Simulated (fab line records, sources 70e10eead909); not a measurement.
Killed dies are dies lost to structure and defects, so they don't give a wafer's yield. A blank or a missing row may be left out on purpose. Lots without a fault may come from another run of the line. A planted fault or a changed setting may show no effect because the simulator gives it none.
fab line records | flow nand_harc
record lots=12 wafers=36 last_day=33
route steps=1302 shown A_STAIRCASE@670 END@1302
lots that met no fault: from a run of the same line without faults
start_h: hours from the record's first day to the start of the lot's first wafer shown | wait_h: hours since the lot's step before | " the same as in the row above | L1.1+2: a row that stands for several wafers | - no value, or no start given | * or withheld: withheld | < > ~ a bound
route shown NAME@n: a module of which the file shows steps, and the number in the route of the first | usual: mean/standard deviation of fault-free wafers | same: alike in all rows | chamber/n: place in a boat | sites: the reading at each site | _std_site: their standard deviation | _edge_site: outer sites' mean less inner sites' | radius_mm: how far each site lies from the wafer's centre | mask NAME#n: copy n | behind: the tool/chamber that last shaped the wafer | hold: why the lot was held/for how many hours/how that ended | device: the transistor (n, p or np) that didn't switch | end of line: the same wafers' tests at the end of the route | a step without rows: its recipe alone | killed: dies lost to structure and defects at the first sort, not the wafer's yield | map: a wafer's dies, x killed, . not, _ none there
set.NAME: the setting as run; set.NAME@STEP: as run at that earlier step | model.NAME: the simulator's own value behind a step, which no gauge read
steps of the route over a sample of lots; a table a step, a row a wafer
services: from which hour (start_h, from the record's first day; less than 0 if before it) a tool's chamber was out of use, for how many hours, and why
## steps
# step NHARC_A_STAIRCASE_TRIM_14
# recipe time_s=211.2 o2_flow_sccm=500 ar_flow_sccm=0 bias_w=0 chemistry=O2
# usual drypump_motor_current_A=6.0/0.34 oes_product_au=0.999/0.01 rf_vpp_V=57.8/0.88 showerhead_plenum_p_Torr=3.51/0.13 throttle_valve_pct=17.037/0.0086
# columns lot.wafer tool chamber start_h wait_h drypump_motor_current_A oes_product_au rf_hours_counter_h rf_vpp_V showerhead_plenum_p_Torr throttle_valve_pct
L299.1 rie_diel-02 2 353.41 - 6.5 1.001 50 57.1 3.78 17.035
L299.2 " 0 " " 6.2 0.997 39 59.0 3.79 17.041
L299.6 " 2 " " 6.5 0.999 - 59.1 3.78 17.039
L306.2 rie_diel-02 2 439.36 - 6.4 0.996 14 58.1 3.76 17.029
L306.1 " 0 " " 6.1 0.993 10 56.9 3.77 17.042
L306.5 " 3 " " 5.5 1.422 - 57.3 3.41 17.037
L308.4 rie_diel-02 3 459.53 - 5.5 1.429 14 56.3 3.40 17.039
L308.6 " 3 " " 5.5 1.430 - 58.6 3.40 17.019
L308.5 " 0 " " 6.1 1.007 - 58.5 3.77 17.049
L311.4 rie_diel-09 2 467.33 - 6.1 1.000 44 57.8 3.32 17.025
L311.1 " 0 " " 6.1 0.998 47 57.1 3.48 17.027
L311.6 " 1 " " 6.3 0.995 - 56.8 3.44 17.037
L312.3 rie_diel-10 1 497.97 - 5.0 0.996 23 59.9 3.56 17.036
L312.5 " 3 " " 6.2 0.992 - 57.7 3.45 17.032
L312.6 " 0 " " 5.8 1.002 - 59.0 3.43 17.059
L313.2 rie_diel-10 2 498.70 - 5.7 1.006 16 56.2 3.46 17.040
L313.6 " 2 " " 5.8 0.998 - 57.7 3.46 17.060
L313.5 " 3 " " 6.2 0.993 - 58.2 3.45 17.031
L314.4 rie_diel-10 3 517.49 - 6.2 0.995 29 59.7 3.45 17.026
L314.1 " 0 " " 5.7 0.992 28 57.1 3.43 17.017
L314.2 " 1 " " 5.0 1.003 30 57.2 3.56 17.032
L317.1 rie_diel-09 0 531.71 - 6.0 1.026 9 57.0 3.47 17.053
L317.4 " 1 " " 6.2 0.995 2 57.9 3.43 17.040
L317.2 " 2 " " 6.2 1.007 10 58.6 3.31 17.042
L316.4 rie_diel-02 2 532.12 - 6.5 0.985 43 58.8 3.75 17.023
L316.1 " 0 " " 6.1 1.009 43 57.7 3.75 17.042
L316.5 " 1 " " 5.9 1.004 - 57.8 3.60 17.032
L318.4 rie_diel-10 3 556.71 - 6.2 0.989 40 57.9 3.44 17.028
L318.3 " 0 " " 5.8 0.978 38 57.3 3.42 17.034
L318.6 " 2 " " 5.7 1.001 - 58.7 3.45 17.042
L319.2 rie_diel-09 3 557.84 - 5.9 0.988 18 56.8 3.50 17.036
L319.4 " 0 " " 6.1 1.009 21 57.6 3.46 17.036
L319.1 " 2 " " 6.1 1.003 18 56.5 3.31 17.030
L320.2 rie_diel-02 0 571.52 0.2 6.1 0.997 - 57.5 3.75 17.042
L320.3 " 0 " " 6.1 1.003 - 58.9 3.75 17.037
L320.6 " 0 " " 6.1 0.999 - 59.8 3.75 17.044
# step NHARC_A_STAIRCASE_ETCH_15
# recipe target_depth_a=1000 time_s=40.5 ion_energy_ev=400 c4f8_flow_sccm=20 o2_flow_sccm=10 ar_flow_sccm=withheld rf_w=600 bias_w=1000 chemistry=C4F8/O2
# usual oes_product_au=0.943/0.018 rf_fwd_power_W=592/3.5 rf_vpp_V=895/4.5
# columns lot.wafer tool chamber start_h wait_h oes_product_au rf_fwd_power_W rf_hours_counter_h rf_vpp_V
L299.1 rie_diel-02 1 - - 0.947 598 48 900
L299.2 " 2 " " 0.955 592 50 905
L299.6 " 0 " " 0.947 595 - 906
L306.1 rie_diel-02 0 - - 0.977 596 10 907
L306.2 " 1 " " 0.956 596 14 898
L306.5 " 1 " " 0.950 593 - 899
L308.4 rie_diel-02 3 - - 0.938 594 14 894
L308.6 " 2 " " 0.945 595 - 905
L308.5 " 3 " " 0.943 590 - 891
L311.1 rie_diel-09 0 - - 0.931 592 47 895
L311.4 " 1 " " 0.941 588 42 893
L311.6 " 2 " " 0.932 593 - 887
L312.3 rie_diel-10 3 - - 0.918 590 22 894
L312.6 " 3 " " 0.917 592 - 893
L312.5 " 0 " " 0.917 592 - 893
L313.2 rie_diel-10 0 - - 0.944 595 22 893
L313.6 " 3 " " 0.927 594 - 892
L313.5 " 0 " " 0.930 594 - 892
L314.4 rie_diel-10 2 - - 0.939 595 23 893
L314.2 " 3 " " 0.926 594 29 892
L314.1 " 0 " " 0.914 594 28 894
L317.1 rie_diel-09 2 - - 0.943 594 10 889
L317.4 " 3 " " 0.907 594 9 895
L317.2 " 0 " " 0.955 589 9 895
L316.1 rie_diel-02 3 - - 0.923 593 42 891
L316.4 " 0 " " 0.936 597 43 903
L316.5 " 3 " " 0.921 595 - 891
L318.3 rie_diel-10 1 - - 0.940 589 42 897
L318.4 " 2 " " 0.941 590 36 893
L318.6 " 3 " " 0.932 591 - 893
L319.2 rie_diel-09 2 - - 0.956 594 19 888
L319.4 " 3 " " 0.919 598 18 896
L319.1 " 0 " " 0.965 592 21 893
L320.2 rie_diel-10 3 571.92 0.3 0.993 593 44 893
L320.3 " 1 " " 1.001 587 45 898
L320.6 " 3 " " 0.997 592 - 892
# step NHARC_A_STAIRCASE_ETCH_21
# recipe target_depth_a=1000 time_s=40.5 ion_energy_ev=400 c4f8_flow_sccm=20 o2_flow_sccm=10 ar_flow_sccm=withheld rf_w=600 bias_w=1000 chemistry=C4F8/O2
# usual oes_product_au=0.946/0.015 rf_fwd_power_W=592/3.6 rf_vpp_V=896/5
# columns lot.wafer tool chamber start_h wait_h oes_product_au rf_fwd_power_W rf_hours_counter_h rf_vpp_V
L299.2 rie_diel-02 1 - - 0.941 593 49 899
L299.1 " 0 " " 0.941 593 39 905
L299.6 " 2 " " 0.946 599 - 903
L306.1 rie_diel-02 1 - - 0.951 594 15 898
L306.2 " 2 " " 0.952 596 15 904
L306.5 " 2 " " 0.930 595 - 906
L308.4 rie_diel-02 1 - - 0.938 597 21 899
L308.5 " 2 " " 0.939 594 - 904
L308.6 " 3 " " 0.939 595 - 891
L311.1 rie_diel-02 3 - - 0.938 592 20 890
L311.4 " 0 " " 0.938 595 - 904
L311.6 " 3 " " 0.937 594 - 892
L312.3 rie_diel-10 0 - - 0.935 596 23 894
L312.6 " 1 " " 0.942 587 - 896
L312.5 " 2 " " 0.936 589 - 892
L313.2 rie_diel-02 2 - - 0.939 595 32 903
L313.5 " 2 " " 0.938 594 - 904
L313.6 " 3 " " 0.932 593 - 891
L314.4 rie_diel-02 1 - - 0.955 596 38 899
L314.2 " 2 " " 0.930 594 38 903
L314.1 " 3 " " 0.935 594 37 892
L317.1 rie_diel-09 0 - - 0.952 596 10 893
L317.2 " 2 " " 0.963 597 10 888
L317.4 " 3 " " 0.926 596 10 896
L316.4 rie_diel-02 3 - - 0.932 593 42 892
L316.1 " 1 " " 0.936 594 42 898
L316.5 " 3 " " 0.932 592 - 891
L318.4 rie_diel-09 2 - - 0.952 593 18 889
L318.3 " 3 " " 0.924 595 18 895
L318.6 " 0 " " 0.970 589 - 894
L319.2 rie_diel-10 0 - - 0.933 591 39 892
L319.4 " 2 " " 0.935 587 36 894
L319.1 " 3 " " 0.940 594 41 893
L320.3 rie_diel-09 0 - - 0.957 592 29 892
L320.2 " 3 " " 0.950 595 26 894
L320.6 " 1 " " 0.930 583 - 893
# step NHARC_A_STAIRCASE_ETCH_23
# recipe target_depth_a=1000 time_s=40.5 ion_energy_ev=400 c4f8_flow_sccm=20 o2_flow_sccm=10 ar_flow_sccm=withheld rf_w=600 bias_w=1000 chemistry=C4F8/O2
# usual oes_product_au=0.945/0.011 rf_fwd_power_W=592/3.7 rf_vpp_V=896/5.1
# columns lot.wafer tool chamber start_h wait_h oes_product_au rf_fwd_power_W rf_hours_counter_h rf_vpp_V
L299.2 rie_diel-02 3 - - 0.941 592 48 892
L299.1 " 2 " " 0.931 592 51 905
L299.6 " 0 " " 0.955 592 - 904
L306.1 rie_diel-02 3 - - 0.936 596 10 892
L306.2 " 2 " " 0.929 594 15 905
L306.5 " 0 " " 0.933 596 - 905
L308.4 rie_diel-02 1 - - 0.951 595 21 897
L308.6 " 2 " " 0.945 591 - 903
L308.5 " 3 " " 0.940 594 - 891
L311.1 rie_diel-02 3 - - 0.936 594 20 890
L311.4 " 3 " " 0.934 595 - 890
L311.6 " 2 " " 0.935 597 - 903
L312.3 rie_diel-10 2 - - 0.945 593 17 892
L312.5 " 3 " " 0.925 594 - 893
L312.6 " 0 " " 0.941 596 - 893
L313.2 rie_diel-02 3 - - 0.944 593 31 891
L313.5 " 0 " " 0.940 592 - 904
L313.6 " 1 " " 0.948 593 - 900
L314.4 rie_diel-02 2 - - 0.952 593 40 903
L314.2 " 3 " " 0.938 590 39 891
L314.1 " 1 " " 0.962 596 39 898
L317.4 rie_diel-09 1 - - 0.927 584 3 893
L317.2 " 3 " " 0.931 592 10 894
L317.1 " 0 " " 0.967 591 10 895
L316.1 rie_diel-02 2 - - 0.938 594 43 903
L316.4 " 0 " " 0.952 596 43 904
L316.5 " 2 " " 0.930 593 - 903
L318.4 rie_diel-09 2 - - 0.967 593 18 888
L318.3 " 3 " " 0.922 595 18 894
L318.6 " 3 " " 0.923 595 - 896
L319.4 rie_diel-10 0 - - 0.937 597 39 891
L319.1 " 1 " " 0.942 583 42 896
L319.2 " 2 " " 0.945 590 37 895
L320.2 rie_diel-09 3 - - 0.939 596 26 896
L320.3 " 0 " " 0.973 593 29 895
L320.6 " 1 " " 0.942 586 - 893
# step NHARC_END_SORT_01
# recipe temp_c=25
# usual killed_at_array=61/26 killed_at_other=0.8/1.1 killed_at_periphery=4.0/2.6 killed_dies=66/26 killed_open=3.1/1.7 killed_short=2.5/1.5
# same gross_dies=677
# columns lot.wafer tool chamber start_h wait_h killed_at_array killed_at_other killed_at_periphery killed_dies killed_open killed_short
L306.1 prober-02 0 642.80 2.5 83 2 1 86 2 4
L306.2 prober-02 0 643.61 2.8 103 1 2 106 3 2
L306.5 prober-02 0 646.05 3.8 670 0 7 677 2 2
L308.4 prober-01 0 667.89 3.4 672 1 4 677 5 2
L308.5 prober-01 0 668.69 3.7 50 0 2 52 0 2
L308.6 prober-01 0 669.50 4.0 674 0 3 677 3 3
# killed by level:class
L306.1 A_CHANNEL_HOLE_D1:chamber_film_flake=27 A_SLIT:chamber_film_flake=24 A_CHANNEL_HOLE_D2:chamber_film_flake=17 A_CONTACT:chamber_film_flake=6 P_CONTACT:geometric_particle:short=1 A_CHANNEL_HOLE_D1:geometric_particle:short=1 A_ONON_D2:geometric_particle:open=1 A_ONON_D2:geometric_particle:short=1
L306.2 A_CHANNEL_HOLE_D2:chamber_film_flake=35 A_SLIT:chamber_film_flake=30 A_CHANNEL_HOLE_D1:chamber_film_flake=29 A_ONON_D1:geometric_particle:open=1 A_DECK1_JOINT:geometric_particle:short=1 A_WL_FILL:geometric_particle:short=1 A_CONTACT:geometric_particle:open=1 A_M0:geometric_particle:open=1
L306.5 A_STAIRCASE:area_trim=545 A_CHANNEL_HOLE_D1:chamber_film_flake=40 A_SLIT:chamber_film_flake=40 A_CHANNEL_HOLE_D2:chamber_film_flake=34 A_DECK1_JOINT:chamber_film_flake=4 P_ZERO_WELL:chamber_film_flake=3 P_GATE:chamber_film_flake=3 P_CONTACT:geometric_particle:short=1
L308.4 A_STAIRCASE:area_trim=624 A_SLIT:chamber_film_flake=37 A_CONTACT:chamber_film_flake=4 P_GATE:chamber_film_flake=2 P_CONTACT:geometric_particle:open=1 P_M1:geometric_particle:open=1 A_DECK1_JOINT:geometric_particle:short=1 A_CONTACT:geometric_particle:open=1
L308.5 A_SLIT:chamber_film_flake=39 A_CONTACT:chamber_film_flake=3 P_STI:chamber_film_flake=2 A_CHANNEL_HOLE_D1:chamber_film_flake=2 A_CHANNEL_HOLE_D2:chamber_film_flake=2 A_CHANNEL_FILL_D1:geometric_particle:short=1 A_DECK1_JOINT:geometric_particle:short=1 A_STAIRCASE:chamber_film_flake=1
L308.6 A_STAIRCASE:area_trim=620 A_SLIT:chamber_film_flake=40 A_CHANNEL_FILL_D2:geometric_particle:open=2 A_CHANNEL_HOLE_D1:chamber_film_flake=2 A_CONTACT:chamber_film_flake=2 A_CHANNEL_FILL_D1:geometric_particle:short=1 A_DECK1_JOINT:geometric_particle:short=1 A_WL_FILL:geometric_particle:short=1
## services
# columns tool chamber start_h hours kind
rie_diel-09 1 330.97 22.5 repair
rie_diel-09 2 336.18 2.1 repair
rie_diel-02 0 349.94 - clean
rie_diel-02 1 349.94 - clean
rie_diel-02 2 349.94 - clean
rie_diel-02 3 349.94 - clean
rie_diel-02 0 374.44 - clean
rie_diel-02 1 374.44 - clean
rie_diel-02 2 374.44 - clean
rie_diel-02 3 374.44 - clean
rie_diel-02 1 382.93 - consumable_replace:focus_ring
rie_diel-02 1 382.93 9.0 scheduled_down
rie_diel-02 - 394.58 9.0 pm
rie_diel-10 - 420.48 9.0 pm
rie_diel-09 3 434.06 7.0 repair
rie_diel-02 3 456.44 2.4 repair
rie_diel-10 2 461.74 16.5 repair
rie_diel-02 1 463.66 7.7 repair
rie_diel-09 - 498.74 9.0 pm
rie_diel-10 0 550.22 6.0 repair
rie_diel-10 - 557.67 0.4 repair
rie_diel-09 0 562.55 2.1 repair
rie_diel-02 2 569.59 4.6 repair
rie_diel-02 - 571.81 9.0 pm
## key
first_sign step=NHARC_A_STAIRCASE_TRIM_14 reading=oes_product_au direction=up sigmas=41 usual=0.999 struck=1.427
effect step=NHARC_END_SORT_01 reading=killed_at_array direction=up sigmas=24 usual=61 struck=672
more_kills_born_at NHARC_A_STAIRCASE_TRIM_14@rie_diel-02=1789
met_at NHARC_A_STAIRCASE_TRIM_14
struck_lots L306,L308
struck_wafers L306.5,L308.4,L308.6
later_rows_left_out L306.5,L308.4,L308.6
tester_left_out L306,L308
not_acting_at NHARC_A_STAIRCASE_ETCH_15,NHARC_A_STAIRCASE_ETCH_21,NHARC_A_STAIRCASE_ETCH_23
fault kind=process_parameter_drift tool=rie_diel-02 chamber=3 onset_h=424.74 steps=NHARC_A_STAIRCASE_TRIM_14 channel=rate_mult offset=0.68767 shape=step end_h=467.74
# tester_left_out: of these lots the tester's yield and bins aren't shown, on N5 and GAA mostly nor the transistor test; their killed dies are dies lost to structure and defects alone, not to doping, threshold or leakage, so they don't give the yield
# later_rows_left_out: the simulator's readings of these wafers behind a module that went badly wrong aren't trusted and aren't shown, but for the sort
